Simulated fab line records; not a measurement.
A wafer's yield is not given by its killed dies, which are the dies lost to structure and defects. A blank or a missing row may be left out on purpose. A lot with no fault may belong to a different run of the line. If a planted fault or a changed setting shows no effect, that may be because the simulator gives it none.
3 desks looking at one fault -- flow n5_finfet -- what lay behind the numbers comes last; until then each desk has only its own

## THE TOOL OWNER'S DESK: rie_diel-01
The tool's own readings at N5_SD_EPI_N_ETCHBACK_44 (etches SiNx in CH3F/O2, stops on SiO2, target depth 14.5 nm): means of the sampled wafers that have a number, for each lot that ran on this tool. Any lot whose mean is over 4 standard deviations away from the usual mean is out of limits and marked OUT; that distance is given in the brackets.
Columns: A = drypump_motor_current_A at N5_SD_EPI_N_ETCHBACK_44, usual 5.5 A; B = mfc_ar_sccm at N5_SD_EPI_N_ETCHBACK_44, usual 150.0 sccm; C = oes_product_au at N5_SD_EPI_N_ETCHBACK_44, usual 0.71 a.u.; D = rf_vpp_V at N5_SD_EPI_N_ETCHBACK_44, usual 298 V; E = showerhead_plenum_p_Torr at N5_SD_EPI_N_ETCHBACK_44, usual 2.04 Torr; F = throttle_valve_pct at N5_SD_EPI_N_ETCHBACK_44, usual 16.29 %
lot,first seen here,A,B,C,D,E,F
L689,day 3 04:58,5.8,150.2,0.76,303,2.11,16.12
L702,day 6 10:11,5.9,149.7,0.78,299,2.04,16.08
L703,day 6 14:45,6.0,150.2,0.69,300,2.09,16.25
L704,day 6 18:11,5.7,150.1,0.77,294,1.96,16.12
This desk's finding: nothing out of limits on any of the 4 lots.

## FROM THE METROLOGY DESK
Lot by lot, what the gauges showed, no matter which tool ran the lot: averages of those sampled wafers that carry a number. Any lot whose mean is over 4 standard deviations away from the usual mean is out of limits and marked OUT; that distance is given in the brackets. It has 12 readings; the 7 that lie furthest out on some lot are the ones shown.
Columns: A = cd_nm at N5_SD_EPI_N_CD_MEAS_09, usual 120.1 nm; B = DIBL_P at N5_BEOL_M4_RC_MEAS_101, usual 36.3 mV/V; C = IOFF_N at N5_BEOL_M4_RC_MEAS_101, usual 0.155 nA/um; D = IOFF_P at N5_BEOL_M4_RC_MEAS_101, usual 0.210 nA/um; E = ION_N at N5_BEOL_M4_RC_MEAS_101, usual 677 uA/um; F = SS_N at N5_BEOL_M4_RC_MEAS_101, usual 71.4 mV/dec; G = VT_N at N5_BEOL_M4_RC_MEAS_101, usual 249.9 mV
lot,first seen here,A,B,C,D,E,F,G
L689,day 3 04:28,119.7,37.6,0.172,0.218,681,71.7,250.0
L692,day 3 20:29,120.3,35.6,0.143,0.201,676,70.7,251.7
L702,day 6 09:38,119.7,36.1,0.168,0.218,692,71.4,246.0
L703,day 6 14:14,120.2,37.9,0.194,0.239,691,71.9,249.3
L704,day 6 17:40,120.4,36.6,0.172,0.245,690,71.4,247.6
L708,day 7 18:51,120.3,35.4,0.151,0.206,676,71.2,248.9
L711,day 8 19:39,119.2,36.2,0.167,0.210,672,71.6,249.7
This desk's finding: nothing out of limits on any of the 7 lots.

## THE DEFECT DESK
What the inspections along the route counted, lot by lot: means of the sampled wafers that have a number. Any lot whose mean is over 4 standard deviations away from the usual mean is out of limits and marked OUT; that distance is given in the brackets.
Columns: A = raw_defect_count at N5_SD_EPI_N_INSPECT_11, usual 1.9
lot,first seen here,A
L689,day 3 04:31,2.0
L692,day 3 20:32,1.0
L702,day 6 09:41,3.0
L703,day 6 14:18,2.5
L704,day 6 17:44,2.5
L708,day 7 18:54,1.7
L711,day 8 19:43,1.3
This desk's finding: nothing out of limits on any of the 7 lots.

## TAKEN TOGETHER
The desk of the tool owner found nothing out of limits.
Nothing out of limits was seen by the metrology desk.
The defect desk saw nothing out of limits.

## WHAT THE SIMULATOR PUT IN
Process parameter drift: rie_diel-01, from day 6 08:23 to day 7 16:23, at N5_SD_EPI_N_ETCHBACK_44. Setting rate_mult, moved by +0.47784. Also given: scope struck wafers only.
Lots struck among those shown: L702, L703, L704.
